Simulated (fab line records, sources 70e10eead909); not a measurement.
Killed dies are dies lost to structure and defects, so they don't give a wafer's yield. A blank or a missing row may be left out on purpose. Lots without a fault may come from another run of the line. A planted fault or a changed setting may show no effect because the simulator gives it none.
fab line records | flow nand_harc
record lots=24 wafers=72 last_day=33
route steps=1302 shown P_GATE@124 P_CONTACT@233
lots that met no fault: from a run of the same line without faults
start_h: hours from the record's first day to the start of the lot's first wafer shown | wait_h: hours since the lot's step before | " the same as in the row above | L1.1+2: a row that stands for several wafers | - no value, or no start given | * or withheld: withheld | < > ~ a bound
route shown NAME@n: a module of which the file shows steps, and the number in the route of the first | usual: mean/standard deviation of fault-free wafers | same: alike in all rows | chamber/n: place in a boat | sites: the reading at each site | _std_site: their standard deviation | _edge_site: outer sites' mean less inner sites' | radius_mm: how far each site lies from the wafer's centre | mask NAME#n: copy n | behind: the tool/chamber that last shaped the wafer | hold: why the lot was held/for how many hours/how that ended | device: the transistor (n, p or np) that didn't switch | end of line: the same wafers' tests at the end of the route | a step without rows: its recipe alone | killed: dies lost to structure and defects at the first sort, not the wafer's yield | map: a wafer's dies, x killed, . not, _ none there
set.NAME: the setting as run; set.NAME@STEP: as run at that earlier step | model.NAME: the simulator's own value behind a step, which no gauge read
steps of the route over a sample of lots; a table a step, a row a wafer
services: from which hour (start_h, from the record's first day; less than 0 if before it) a tool's chamber was out of use, for how many hours, and why
## steps
# step NHARC_P_GATE_DESCUM_13
# recipe time_s=3 o2_flow_sccm=200 ar_flow_sccm=0 bias_power_w=0 chemistry=O2
# usual drypump_motor_current_A=5.9/0.45 oes_product_au=0.995/0.0092 rf_vpp_V=57.6/0.97 showerhead_plenum_p_Torr=1.87/0.089 throttle_valve_pct=11.311/0.0096
# columns lot.wafer tool chamber start_h wait_h drypump_motor_current_A oes_product_au rf_hours_counter_h rf_vpp_V showerhead_plenum_p_Torr throttle_valve_pct
L074.2 rie_diel-13 1 78.42 - 5.7 1.010 5 59.0 2.01 11.306
L074.6 " 1 " " 5.6 0.999 - 57.8 2.01 11.316
L074.5 " 2 " " 5.2 0.999 - 57.1 1.78 11.308
L075.1 rie_diel-09 2 93.74 - 5.5 0.983 7 58.3 1.78 11.305
L075.3 " 3 " " 6.5 0.994 7 57.7 1.99 11.307
L075.5 " 0 " " 5.9 0.982 - 57.5 1.83 11.320
L076.2 rie_diel-09 3 98.56 - 6.5 0.997 7 58.7 1.99 11.320
L076.4 " 0 " " 6.0 0.991 7 56.2 1.83 11.314
L076.5 " 0 " " 6.0 0.992 - 56.6 1.83 11.314
L077.2 rie_diel-09 1 109.57 - 5.2 0.987 7 57.5 1.96 11.308
L077.3 " 2 " " 5.5 0.981 7 55.8 1.78 11.320
L077.6 " 3 " " 6.6 0.987 - 58.6 1.99 11.303
L078.3 rie_diel-09 2 120.84 - 5.5 0.982 7 58.3 1.78 11.324
L078.1 " 3 " " 6.6 0.988 7 57.6 1.99 11.309
L078.2 " 0 " " 5.9 0.985 7 56.9 1.83 11.303
L079.4 rie_diel-09 1 138.18 - 5.2 0.990 7 57.9 1.96 11.295
L079.2 " 2 " " 5.5 0.998 7 57.8 1.78 11.329
L079.6 " 1 " " 5.2 0.983 - 57.7 1.96 11.309
L080.1 rie_diel-13 1 142.26 - 5.7 1.004 9 59.0 2.01 11.304
L080.4 " 3 " " 5.9 1.003 11 54.9 1.81 11.304
L080.6 " 2 " " 5.2 0.996 - 59.4 1.78 11.302
L081.4 rie_diel-13 2 160.18 - 5.2 0.984 11 56.5 1.78 11.306
L081.1 " 1 " " 5.6 1.020 10 58.5 2.01 11.329
L081.6 " 3 " " 5.9 0.990 - 56.4 1.81 11.306
L082.2 rie_diel-09 3 160.24 - 6.5 0.981 1 58.0 1.99 11.307
L082.3 " 1 " " 5.2 1.006 1 58.4 1.96 11.323
L082.5 " 2 " " 5.5 0.994 - 58.6 1.78 11.300
L083.2 rie_diel-09 0 168.38 - 6.0 0.989 1 58.2 1.83 11.305
L083.3 " 1 " " 5.2 0.996 2 57.3 1.96 11.306
L083.1 " 3 " " 6.5 0.988 1 57.9 1.99 11.325
L084.4 rie_diel-13 0 182.97 - 6.1 1.000 0 56.9 1.82 11.309
L084.3 " 3 " " 5.9 0.987 0 57.8 1.81 11.313
L084.5 " 1 " " 5.6 1.000 - 57.5 2.01 11.312
L085.2 rie_diel-13 0 190.18 - 6.1 0.997 1 57.8 1.82 11.308
L085.1 " 1 " " 5.7 1.019 1 57.8 2.01 11.298
L085.6 " 1 " " 5.7 1.012 - 58.3 2.01 11.303
L086.2 rie_diel-07 3 197.52 - 5.9 1.000 7 58.4 1.97 11.323
L086.3 " 0 " " 6.8 0.992 4 57.0 1.92 11.310
L086.5 " 3 " " 5.9 1.003 - 59.3 1.97 11.290
L089.2 rie_diel-07 3 228.28 - 6.0 0.990 9 57.9 1.97 11.323
L089.3 " 0 " " 6.8 0.976 6 55.6 1.91 11.321
L089.5 " 0 " " 6.8 0.974 - 57.2 1.91 11.308
L087.3 rie_diel-09 2 228.29 - 5.5 0.994 7 56.6 1.78 11.308
L087.5 " 3 " " 6.6 0.985 - 58.5 1.98 11.307
L087.6 " 0 " " 6.0 0.999 - 58.0 1.83 11.315
L088.1 rie_diel-13 1 228.35 - 5.7 1.003 1 57.1 2.01 11.310
L088.4 " 2 " " 5.2 0.998 1 56.3 1.78 11.313
L088.5 " 0 " " 6.2 1.002 - 56.8 1.82 11.301
L090.3 rie_diel-07 1 244.58 - 5.9 0.998 7 58.5 1.83 11.325
L090.2 " 2 " " 6.0 0.995 9 57.5 1.78 11.319
L090.6 " 2 " " 6.0 0.994 - 58.2 1.78 11.312
L091.4 rie_diel-13 3 249.77 - 5.9 0.990 3 58.9 1.81 11.296
L091.2 " 1 " " 5.6 1.003 2 58.2 2.01 11.305
L091.5 " 0 " " 6.1 1.004 - 56.9 1.82 11.299
L092.2 rie_diel-07 2 265.50 - 6.0 0.996 10 56.0 1.78 11.311
L092.5 " 3 " " 6.0 0.998 - 57.9 1.97 11.301
L092.6 " 0 " " 6.8 0.988 - 57.3 1.91 11.309
L093.1 rie_diel-13 1 270.00 - 5.7 1.001 3 57.6 2.01 11.302
L093.4 " 2 " " 5.2 0.994 3 57.2 1.78 11.301
L093.2 " 0 " " 6.2 0.994 4 57.0 1.82 11.314
L094.2 rie_diel-07 1 283.34 - 5.9 0.993 9 58.6 1.83 11.313
L094.4 " 2 " " 6.0 0.995 11 57.2 1.78 11.301
L094.5 " 1 " " 5.9 0.989 - 56.9 1.83 11.325
L095.2 rie_diel-13 1 291.37 - 5.7 1.006 5 58.8 2.01 11.320
L095.3 " 2 " " 5.2 1.010 5 57.6 1.78 11.301
L095.6 " 1 " " 5.7 1.007 - 58.9 2.01 11.309
L096.2 rie_diel-09 3 297.27 - 6.6 0.981 11 56.1 1.98 11.296
L096.3 " 0 " " 6.0 0.991 10 56.8 1.82 11.308
L096.5 " 2 " " 5.5 0.995 - 57.5 1.78 11.328
L097.3 rie_diel-09 0 313.61 - 5.9 0.992 11 57.8 1.82 11.318
L097.6 " 1 " " 5.2 0.988 - 58.4 1.96 11.316
L097.5 " 2 " " 5.6 0.987 - 58.2 1.78 11.305
# step NHARC_P_GATE_STRIP_108
# recipe o2_flow_sccm=500 ar_flow_sccm=0 bias_w=0 chemistry=O2
# usual drypump_motor_current_A=5.9/0.45 oes_product_au=0.994/0.011 rf_vpp_V=57.7/0.87 showerhead_plenum_p_Torr=3.45/0.15 throttle_valve_pct=17.037/0.0094
# columns lot.wafer tool chamber start_h wait_h drypump_motor_current_A oes_product_au rf_hours_counter_h rf_vpp_V showerhead_plenum_p_Torr throttle_valve_pct
L074.2 rie_diel-09 3 93.24 - 6.5 0.991 7 58.5 3.65 17.035
L074.5 " 2 " " 5.5 0.989 - 57.5 3.30 17.037
L074.6 " 3 " " 6.5 0.984 - 58.2 3.65 17.042
L075.1 rie_diel-07 1 109.15 - 5.9 0.977 8 56.8 3.39 17.034
L075.3 " 3 " " 6.0 1.001 10 59.5 3.63 17.020
L075.5 " 0 " " 6.8 0.997 - 59.3 3.53 17.023
L076.4 rie_diel-09 1 113.11 - 5.2 0.991 7 56.7 3.61 17.037
L076.2 " 0 " " 6.0 0.990 7 58.4 3.38 17.041
L076.5 " 2 " " 5.6 0.987 - 58.4 3.30 17.029
L077.3 rie_diel-09 3 127.46 - 6.6 0.979 7 59.6 3.65 17.047
L077.2 " 0 " " 6.0 0.981 7 58.0 3.38 17.037
L077.6 " 0 " " 6.0 0.975 - 57.3 3.38 17.032
L078.1 rie_diel-13 3 136.92 - 5.9 1.010 10 57.4 3.34 17.045
L078.2 " 1 " " 5.7 1.021 9 58.2 3.70 17.049
L078.3 " 2 " " 5.2 1.004 10 56.9 3.29 17.028
L079.4 rie_diel-13 1 154.61 - 5.7 1.019 10 59.2 3.70 17.031
L079.2 " 2 " " 5.2 1.001 11 58.2 3.29 17.053
L079.6 " 0 " " 6.1 1.015 - 56.3 3.38 17.029
L080.4 rie_diel-07 0 158.06 - 6.8 0.978 3 58.0 3.53 17.041
L080.1 " 2 " " 6.0 1.004 3 56.5 3.30 17.034
L080.6 " 3 " " 6.0 0.995 - 56.9 3.63 17.050
L081.4 rie_diel-09 0 175.73 - 5.9 0.982 1 58.2 3.38 17.050
L081.1 " 1 " " 5.2 0.998 2 58.0 3.61 17.043
L081.6 " 2 " " 5.6 1.001 - 57.8 3.30 17.034
L082.3 rie_diel-09 1 176.12 - 5.2 0.999 2 57.8 3.61 17.031
L082.2 " 2 " " 5.5 0.990 2 57.5 3.30 17.031
L082.5 " 0 " " 6.0 0.988 - 58.2 3.38 17.038
L083.2 rie_diel-09 3 182.82 - 6.6 0.985 2 58.4 3.65 17.044
L083.3 " 0 " " 5.9 0.982 2 55.6 3.38 17.042
L083.1 " 1 " " 5.2 0.996 3 57.7 3.61 17.057
L084.3 rie_diel-13 2 200.02 - 5.2 1.006 1 56.3 3.29 17.026
L084.4 " 3 " " 5.9 0.984 1 57.8 3.34 17.032
L084.5 " 0 " " 6.1 0.999 - 56.9 3.38 17.029
L085.1 rie_diel-13 0 206.07 - 6.2 1.007 1 56.6 3.38 17.038
L085.2 " 3 " " 5.9 0.984 1 57.4 3.34 17.023
L085.6 " 1 " " 5.7 1.017 - 57.6 3.70 17.045
L086.2 rie_diel-07 0 213.36 - 6.8 0.975 5 58.0 3.53 17.031
L086.3 " 1 " " 5.9 0.979 5 56.8 3.39 17.041
L086.5 " 2 " " 6.0 0.991 - 57.6 3.30 17.031
L087.3 rie_diel-07 2 242.86 - 6.0 0.998 8 56.4 3.29 17.031
L087.6 " 1 " " 5.9 0.989 - 57.1 3.38 17.036
L087.5 " 2 " " 6.0 0.997 - 57.8 3.30 17.050
L088.1 rie_diel-13 3 243.19 - 5.9 0.992 3 57.3 3.34 17.022
L088.4 " 0 " " 6.1 1.000 3 58.1 3.38 17.029
L088.5 " 3 " " 5.9 0.976 - 55.9 3.34 17.032
L089.2 rie_diel-07 0 243.52 - 6.8 0.983 7 57.8 3.53 17.032
L089.3 " 1 " " 5.9 0.991 7 56.6 3.38 17.037
L089.5 " 0 " " 6.8 0.978 - 58.0 3.53 17.044
L090.2 rie_diel-07 0 264.55 - 6.8 0.983 8 59.4 3.53 17.042
L090.3 " 1 " " 5.9 0.995 9 57.6 3.38 17.028
L090.6 " 3 " " 6.0 0.993 - 58.3 3.63 17.031
L091.4 rie_diel-09 1 266.06 - 5.2 0.990 7 58.8 3.61 17.050
L091.2 " 0 " " 6.0 0.992 8 57.3 3.38 17.059
L091.5 " 1 " " 5.2 0.997 - 58.0 3.61 17.047
L092.2 rie_diel-13 1 282.60 - 5.7 1.010 4 57.9 3.69 17.048
L092.5 " 3 " " 5.9 0.983 - 58.1 3.34 17.035
L092.6 " 0 " " 6.1 1.000 - 59.6 3.37 17.020
L093.4 rie_diel-09 3 287.87 - 6.5 0.988 11 57.6 3.65 17.021
L093.1 " 0 " " 5.9 1.005 10 57.7 3.37 17.030
L093.2 " 1 " " 5.2 0.982 9 58.3 3.61 17.040
L094.4 rie_diel-13 0 298.15 - 6.1 0.991 7 58.5 3.37 17.031
L094.2 " 1 " " 5.7 1.010 6 57.6 3.69 17.044
L094.5 " 3 " " 5.9 0.993 - 56.1 3.34 17.040
L095.3 rie_diel-07 2 306.14 - 6.0 0.986 0 57.4 3.29 17.029
L095.2 " 3 " " 6.0 0.994 0 58.5 3.63 17.039
L095.6 " 2 " " 6.0 0.988 - 56.7 3.29 17.029
L096.2 rie_diel-09 3 314.23 - 6.5 0.977 13 58.3 3.65 17.034
L096.3 " 1 " " 5.2 0.996 11 58.9 3.61 17.021
L096.5 " 3 " " 6.5 0.987 - 57.8 3.65 17.027
L097.3 rie_diel-13 1 328.75 - 5.7 1.001 6 58.4 3.69 17.042
L097.5 " 2 " " 5.2 1.003 - 57.6 3.29 17.038
L097.6 " 3 " " 5.9 0.998 - 58.2 3.34 17.062
# step NHARC_P_GATE_STRIP_113
# recipe power_w=1500 temp_c=110 time_s=740 chemistry=N2/H2
# usual drypump_motor_current_A=5.6/0.38 heater_power_w=87/3.9
# columns lot.wafer tool chamber start_h wait_h drypump_motor_current_A heater_power_w rf_hours_counter_h
L074.2 plasma_asher-02 1 108.64 0.4 6.1 85 8
L074.6 " 0 " " 5.3 91 -
L074.5 " 1 " " 6.1 83 -
L075.1 plasma_asher-01 0 124.15 0.2 5.4 89 23
L075.3 " 0 " " 5.4 89 -
L075.5 " 1 " " 5.3 87 -
L076.2 plasma_asher-02 1 128.32 0.2 6.1 82 13
L076.4 " 0 " " 5.3 91 -
L076.5 " 0 " " 5.3 93 -
L077.2 plasma_asher-02 1 142.54 0.3 6.1 82 16
L077.3 " 1 " " 6.1 81 -
L077.6 " 1 " " 6.1 81 -
L078.2 plasma_asher-02 0 151.90 0.2 5.3 91 18
L078.1 " 1 " " 6.1 79 18
L078.3 " 0 " " 5.3 93 -
L079.2 plasma_asher-02 0 170.19 0.5 5.3 93 23
L079.4 " 1 " " 6.1 83 -
L079.6 " 0 " " 5.3 90 -
L080.1 plasma_asher-02 0 173.56 0.3 5.3 91 25
L080.4 " 0 " " 5.3 92 -
L080.6 " 0 " " 5.3 94 -
L081.1 plasma_asher-01 0 190.85 0.2 5.4 89 1
L081.4 " 0 " " 5.4 90 -
L081.6 " 1 " " 5.3 86 -
L082.2 plasma_asher-02 0 191.20 0.2 5.3 94 27
L082.3 " 1 " " 6.1 81 -
L082.5 " 1 " " 6.1 82 -
L083.2 plasma_asher-02 0 197.86 0.2 5.3 91 29
L083.1 " 1 " " 6.1 84 29
L083.3 " 1 " " 6.1 81 -
L084.3 plasma_asher-02 0 215.13 0.4 5.3 94 -
L084.4 " 1 " " 6.1 83 -
L084.5 " 1 " " 6.1 82 -
L085.1 plasma_asher-02 1 221.34 0.2 6.1 83 34
L085.2 " 0 " " 5.3 92 34
L085.6 " 1 " " 6.1 84 -
L086.2 plasma_asher-02 0 228.48 0.2 5.3 94 36
L086.3 " 0 " " 5.3 94 -
L086.5 " 0 " " 5.3 93 -
L087.3 plasma_asher-01 1 257.93 0.4 5.3 85 -
L087.6 " 1 " " 5.3 84 -
L087.5 " 0 " " 5.4 88 -
L089.2 plasma_asher-01 1 259.20 0.3 5.3 86 18
L089.3 " 1 " " 5.3 84 -
L089.5 " 0 " " 5.4 90 -
L088.1 plasma_asher-02 1 260.46 0.2 6.1 86 0
L088.4 " 1 " " 6.1 84 -
L088.5 " 0 " " 5.3 92 -
L090.2 plasma_asher-01 1 279.84 0.4 5.3 85 22
L090.3 " 0 " " 5.4 89 -
L090.6 " 0 " " 5.4 88 -
L091.2 plasma_asher-01 1 281.38 0.3 5.3 83 23
L091.4 " 0 " " 5.4 90 -
L091.5 " 1 " " 5.3 83 -
L092.2 plasma_asher-01 0 297.61 0.2 5.4 91 25
L092.5 " 0 " " 5.4 89 -
L092.6 " 1 " " 5.3 85 -
L093.2 plasma_asher-01 1 302.65 0.2 5.3 83 27
L093.1 " 0 " " 5.4 89 27
L093.4 " 0 " " 5.4 87 -
L094.2 plasma_asher-02 0 313.17 0.3 5.3 91 8
L094.4 " 1 " " 6.1 82 -
L094.5 " 1 " " 6.1 85 -
L095.2 plasma_asher-01 1 321.35 0.3 5.3 83 30
L095.3 " 0 " " 5.4 89 -
L095.6 " 0 " " 5.4 88 -
L096.2 plasma_asher-02 0 331.48 0.2 5.2 93 13
L096.3 " 1 " " 6.1 84 -
L096.5 " 0 " " 5.3 89 -
L097.3 plasma_asher-02 1 344.06 0.5 6.1 84 -
L097.6 " 0 " " 5.3 92 -
L097.5 " 1 " " 6.1 85 -
# step NHARC_P_GATE_INSPECT_68
# usual raw_defect_count=202/66
# columns lot.wafer tool chamber start_h wait_h raw_defect_count
L074.2 defect_inspect-01 - 111.08 0.1 373
L074.5 " - " " 195
L074.6 " - " " 184
L075.1 defect_inspect-01 - 126.70 0.2 192
L075.3 " - " " 246
L075.5 " - " " 288
L076.2 defect_inspect-01 - 130.87 0.1 211
L076.4 " - " " 156
L076.5 " - " " 219
L077.2 defect_inspect-01 - 144.96 0.1 172
L077.3 " - " " 157
L077.6 " - " " 120
L078.1 defect_inspect-02 - 154.43 0.2 231
L078.2 " - " " 190
L078.3 " - " " 263
L079.2 defect_inspect-01 - 172.61 0.1 159
L079.4 " - " " 199
L079.6 " - " " 172
L080.1 defect_inspect-01 - 175.99 0.2 145
L080.4 " - " " 193
L080.6 " - " " 252
L081.1 defect_inspect-01 - 193.40 0.2 130
L081.4 " - " " 162
L081.6 " - " " 191
L082.2 defect_inspect-02 - 193.74 0.1 283
L082.3 " - " " 158
L082.5 " - " " 203
L083.1 defect_inspect-01 - 200.42 0.2 212
L083.2 " - " " 168
L083.3 " - " " 215
L084.3 defect_inspect-02 - 217.68 0.1 212
L084.4 " - " " 194
L084.5 " - " " 250
L085.1 defect_inspect-02 - 223.89 0.2 126
L085.2 " - " " 252
L085.6 " - " " 129
L086.2 defect_inspect-02 - 231.20 0.1 164
L086.3 " - " " 163
L086.5 " - " " 251
L087.3 defect_inspect-02 - 260.31 0.1 221
L087.5 " - " " 166
L087.6 " - " " 186
L089.2 defect_inspect-02 - 261.61 0.1 164
L089.3 " - " " 96
L089.5 " - " " 113
L088.1 defect_inspect-02 - 263.04 0.2 221
L088.4 " - " " 75
L088.5 " - " " 193
L090.2 defect_inspect-01 - 282.25 0.1 173
L090.3 " - " " 289
L090.6 " - " " 176
L091.2 defect_inspect-01 - 283.80 0.1 173
L091.4 " - " " 227
L091.5 " - " " 181
L092.2 defect_inspect-02 - 300.13 0.1 155
L092.5 " - " " 135
L092.6 " - " " 147
L093.1 defect_inspect-02 - 305.18 0.2 195
L093.2 " - " " 128
L093.4 " - " " 206
L094.2 defect_inspect-01 - 315.58 0.1 397
L094.4 " - " " 224
L094.5 " - " " 196
L095.2 defect_inspect-02 - 323.97 0.1 152
L095.3 " - " " 113
L095.6 " - " " 201
L096.2 defect_inspect-01 - 334.02 0.1 319
L096.3 " - " " 137
L096.5 " - " " 193
L097.3 defect_inspect-01 - 346.33 0.1 153
L097.5 " - " " 114
L097.6 " - " " 227
# step NHARC_P_CONTACT_OVL_MEAS_13
# usual overlay_x_nm=0.2/0.8 overlay_y_nm=-0.1/0.9
# columns lot.wafer tool chamber start_h wait_h overlay_x_nm overlay_y_nm
L074.2 overlay-01 - 113.02 - -0.1 0.2
L074.5 " - " " 0.2 0.3
L074.6 " - " " 0.4 -0.1
L075.1 overlay-02 - 128.39 - 0.4 0.6
L075.3 " - " " 1.0 0.8
L075.5 " - " " 0.3 0.7
L076.2 overlay-02 - 132.57 - -0.5 0.9
L076.4 " - " " -0.4 0.9
L076.5 " - " " -0.2 0.9
L077.2 overlay-02 - 146.65 - 0.6 -1.0
L077.3 " - " " 0.4 -0.9
L077.6 " - " " 0.5 -0.8
L078.1 overlay-02 - 156.00 - 1.0 1.3
L078.2 " - " " 1.0 1.1
L078.3 " - " " 0.7 1.4
L079.2 overlay-01 - 174.32 - 0.8 -0.3
L079.4 " - " " 0.5 -0.8
L079.6 " - " " 1.0 -0.8
L080.1 overlay-01 - 177.57 - 0.9 -1.5
L080.4 " - " " 0.3 -2.2
L080.6 " - " " 0.2 -1.4
L081.1 overlay-01 - 195.09 - -0.8 -0.7
L081.4 " - " " -1.0 -0.9
L081.6 " - " " -0.9 -1.2
L082.2 overlay-02 - 195.70 - 1.8 0.0
L082.3 " - " " 2.4 1.1
L082.5 " - " " 1.3 0.7
L083.1 overlay-02 - 202.24 - 0.2 -0.9
L083.2 " - " " 0.1 -0.6
L083.3 " - " " 0.2 -1.2
L084.3 overlay-01 - 219.37 - -0.1 -0.8
L084.4 " - " " -0.2 -0.7
L084.5 " - " " -0.1 -1.2
L085.1 overlay-02 - 225.46 - 0.1 -0.7
L085.2 " - " " 0.6 -1.1
L085.6 " - " " 1.0 -0.7
L086.2 overlay-02 - 233.14 - -0.5 -0.7
L086.3 " - " " -0.4 -1.1
L086.5 " - " " -1.1 -0.9
L087.3 overlay-02 - 262.12 - 1.2 1.1
L087.5 " - " " 0.9 1.7
L087.6 " - " " 1.3 1.2
L089.2 overlay-02 - 263.19 - 1.3 1.4
L089.3 " - " " 2.0 0.8
L089.5 " - " " 0.5 0.8
L088.1 overlay-01 - 264.62 - -0.3 0.2
L088.4 " - " " -0.7 0.4
L088.5 " - " " 0.3 0.2
L090.2 overlay-01 - 283.94 - -0.4 0.4
L090.3 " - " " -0.7 0.2
L090.6 " - " " -1.2 0.7
L091.2 overlay-02 - 285.65 - -0.3 -0.9
L091.4 " - " " -0.4 -1.0
L091.5 " - " " -0.4 -0.4
L092.2 overlay-02 - 301.83 - -0.3 -0.4
L092.5 " - " " -1.1 0.0
L092.6 " - " " -1.4 -0.2
L093.1 overlay-01 - 306.88 - 1.0 0.2
L093.2 " - " " 0.7 -0.3
L093.4 " - " " 0.4 -0.7
L094.2 overlay-01 - 317.16 - -1.4 -0.7
L094.4 " - " " -1.1 -0.6
L094.5 " - " " -0.7 0.2
L095.2 overlay-01 - 325.66 - 0.0 -0.2
L095.3 " - " " 0.3 -0.4
L095.6 " - " " 0.1 -0.4
L096.2 overlay-01 - 335.97 - 0.5 0.8
L096.3 " - " " 0.3 1.0
L096.5 " - " " 0.6 0.9
L097.3 overlay-01 - 348.02 - 0.3 0.4
L097.5 " - " " -0.1 0.0
L097.6 " - " " 0.5 -0.2
# step NHARC_P_CONTACT_ETCH_31
# recipe target_depth_a=300 time_s=85.7 ion_energy_ev=120 over_etch_frac=1 ch3f_flow_sccm=50 o2_flow_sccm=30 ar_flow_sccm=200 rf_w=500 bias_w=100 chemistry=CH3F/O2
# usual drypump_motor_current_A=5.51/0.27 oes_product_au=0.973/0.018 rf_vpp_V=244.5/1.6 showerhead_plenum_p_Torr=2.47/0.11 throttle_valve_pct=20.664/0.009
# columns lot.wafer tool chamber start_h wait_h drypump_motor_current_A oes_product_au rf_hours_counter_h rf_vpp_V showerhead_plenum_p_Torr throttle_valve_pct
L074.2 rie_diel-12 2 - - 5.71 0.973 0.6 240.2 2.31 20.668
L074.6 " 2 " " 5.70 0.978 - 242.1 2.31 20.663
L074.5 " 1 " " 5.67 0.970 - 244.3 2.42 20.670
L075.1 rie_diel-12 3 - - 5.74 0.974 1.4 244.6 2.51 20.658
L075.3 " 1 " " 5.68 0.959 1.3 244.0 2.42 20.656
L075.5 " 2 " " 5.71 0.975 - 243.2 2.31 20.664
L076.2 rie_diel-08 2 - - 5.50 0.971 4.9 247.5 2.64 20.649
L076.4 " 0 " " 5.49 0.998 5.1 243.1 2.37 20.658
L076.5 " 2 " " 5.51 0.964 - 246.4 2.64 20.672
L077.2 rie_diel-08 0 - - 5.50 0.983 6.2 243.1 2.37 20.672
L077.3 " 2 " " 5.46 0.978 6.0 246.6 2.64 20.675
L077.6 " 0 " " 5.53 0.972 - 244.8 2.37 20.663
L078.1 rie_diel-08 3 - - 4.98 0.999 6.5 243.9 2.44 20.659
L078.3 " 0 " " 5.51 1.004 6.6 244.4 2.37 20.665
L078.2 " 1 " " 5.81 0.996 6.6 248.1 2.64 20.667
L079.2 rie_diel-12 0 - - 5.48 0.959 1.3 244.2 2.38 20.660
L079.4 " 2 " " 5.67 0.950 2.3 242.4 2.31 20.664
L079.6 " 0 " " 5.48 0.957 - 244.3 2.38 20.662
L080.4 rie_diel-10 1 - - 5.53 0.982 2.4 247.0 2.62 20.661
L080.1 " 2 " " 5.03 0.966 2.4 244.5 2.49 20.658
L080.6 " 2 " " 5.02 0.960 - 246.0 2.49 20.669
L081.1 rie_diel-12 3 - - 5.74 0.985 3.0 244.3 2.51 20.660
L081.4 " 0 " " 5.48 0.980 2.1 243.1 2.38 20.662
L081.6 " 3 " " 5.74 0.986 - 244.5 2.51 20.654
L082.2 rie_diel-10 3 - - 5.55 0.935 3.3 244.4 2.34 20.677
L082.3 " 0 " " 5.72 0.895 3.4 245.4 2.61 20.648
L082.5 " 3 " " 5.59 0.936 - 241.9 2.34 20.659
L083.2 rie_diel-12 1 - - 5.64 0.955 3.7 244.0 2.42 20.677
L083.1 " 2 " " 5.72 0.963 3.5 243.2 2.31 20.663
L083.3 " 0 " " 5.50 0.964 2.5 242.8 2.39 20.654
L084.3 rie_diel-08 1 - - 5.79 0.979 1.4 247.4 2.64 20.658
L084.4 " 2 " " 5.51 0.980 1.3 245.0 2.63 20.660
L084.5 " 0 " " 5.51 0.988 - 243.0 2.37 20.642
L085.2 rie_diel-08 0 - - 5.50 0.956 1.8 243.1 2.37 20.668
L085.1 " 1 " " 5.82 0.990 1.9 246.6 2.64 20.667
L085.6 " 0 " " 5.53 0.958 - 243.4 2.37 20.672
L086.2 rie_diel-12 3 - - 5.74 0.963 4.3 247.1 2.51 20.665
L086.3 " 0 " " 5.50 0.979 3.4 243.7 2.38 20.666
L086.5 " 0 " " 5.49 0.966 - 244.0 2.38 20.656
L087.3 rie_diel-08 3 - - 4.99 0.981 3.2 243.5 2.43 20.676
L087.6 " 3 " " 4.97 0.977 - 242.7 2.43 20.672
L087.5 " 0 " " 5.52 0.996 - 243.8 2.37 20.661
L089.2 rie_diel-12 1 - - 5.67 0.971 5.2 244.0 2.42 20.663
L089.3 " 2 " " 5.72 0.976 5.0 242.3 2.31 20.665
L089.5 " 0 " " 5.50 0.987 - 243.6 2.38 20.675
L088.4 rie_diel-08 2 - - 5.48 1.000 3.7 246.4 2.63 20.656
L088.1 " 3 " " 4.95 1.000 3.6 244.6 2.43 20.668
L088.5 " 3 " " 4.97 0.986 - 243.8 2.43 20.662
L090.3 rie_diel-10 0 - - 5.70 0.963 1.1 245.4 2.60 20.666
L090.2 " 1 " " 5.52 0.990 1.0 245.5 2.61 20.657
L090.6 " 2 " " 5.01 0.965 - 246.0 2.49 20.679
L091.4 rie_diel-12 2 - - 5.71 0.990 0.4 242.5 2.31 20.680
L091.2 " 3 " " 5.71 0.968 0.3 244.1 2.51 20.670
L091.5 " 3 " " 5.77 0.974 - 243.9 2.51 20.655
L092.2 rie_diel-10 1 - - 5.52 0.984 1.8 245.8 2.61 20.659
L092.6 " 1 " " 5.52 0.981 - 245.8 2.61 20.673
L092.5 " 0 " " 5.69 0.964 - 246.9 2.60 20.662
L093.1 rie_diel-10 1 - - 5.52 0.998 2.4 246.2 2.61 20.640
L093.2 " 2 " " 5.00 0.969 2.4 244.9 2.49 20.679
L093.4 " 0 " " 5.70 0.974 - 246.4 2.60 20.667
L094.2 rie_diel-12 1 - - 5.68 0.977 1.1 243.5 2.42 20.675
L094.4 " 0 " " 5.48 0.995 1.1 243.0 2.38 20.661
L094.5 " 2 " " 5.69 1.010 - 242.8 2.31 20.675
L095.2 rie_diel-12 1 - - 5.67 0.957 1.6 243.4 2.42 20.668
L095.3 " 3 " " 5.75 0.962 1.4 245.5 2.51 20.646
L095.6 " 1 " " 5.65 0.955 - 242.9 2.42 20.668
L096.3 rie_diel-10 3 - - 5.56 0.976 1.2 241.7 2.34 20.656
L096.2 " 1 " " 5.54 0.992 3.2 247.0 2.61 20.672
L096.5 " 3 " " 5.57 0.976 - 242.7 2.34 20.661
L097.3 rie_diel-08 3 - - 4.96 0.947 7.6 244.8 2.43 20.666
L097.6 " 3 " " 4.95 0.954 - 244.1 2.43 20.675
L097.5 " 0 " " 5.52 0.968 - 242.7 2.37 20.659
## services
# columns tool chamber start_h hours kind
rie_diel-07 2 61.63 3.9 repair
plasma_asher-02 - 72.00 9.0 pm
rie_diel-12 2 85.36 16.1 repair
rie_diel-07 - 86.63 1.0 repair
rie_diel-09 1 87.61 7.8 repair
rie_diel-12 - 91.40 9.0 pm
rie_diel-09 2 104.65 1.5 repair
rie_diel-13 1 106.15 4.5 repair
rie_diel-12 0 108.99 9.0 repair
rie_diel-07 - 117.58 9.0 pm
rie_diel-12 0 127.09 5.6 repair
rie_diel-13 2 128.70 2.9 repair
rie_diel-09 - 143.10 9.0 pm
rie_diel-12 - 162.65 0.6 repair
rie_diel-13 - 165.01 9.0 pm
rie_diel-07 0 186.90 2.9 repair
plasma_asher-02 - 249.00 9.0 pm
plasma_asher-02 - 258.12 2.3 repair
rie_diel-12 - 268.40 9.0 pm
rie_diel-09 2 283.09 1.7 repair
rie_diel-07 - 294.58 9.0 pm
rie_diel-09 2 297.40 4.5 repair
rie_diel-09 - 320.10 9.0 pm
rie_diel-13 - 342.01 9.0 pm
## key
fault none
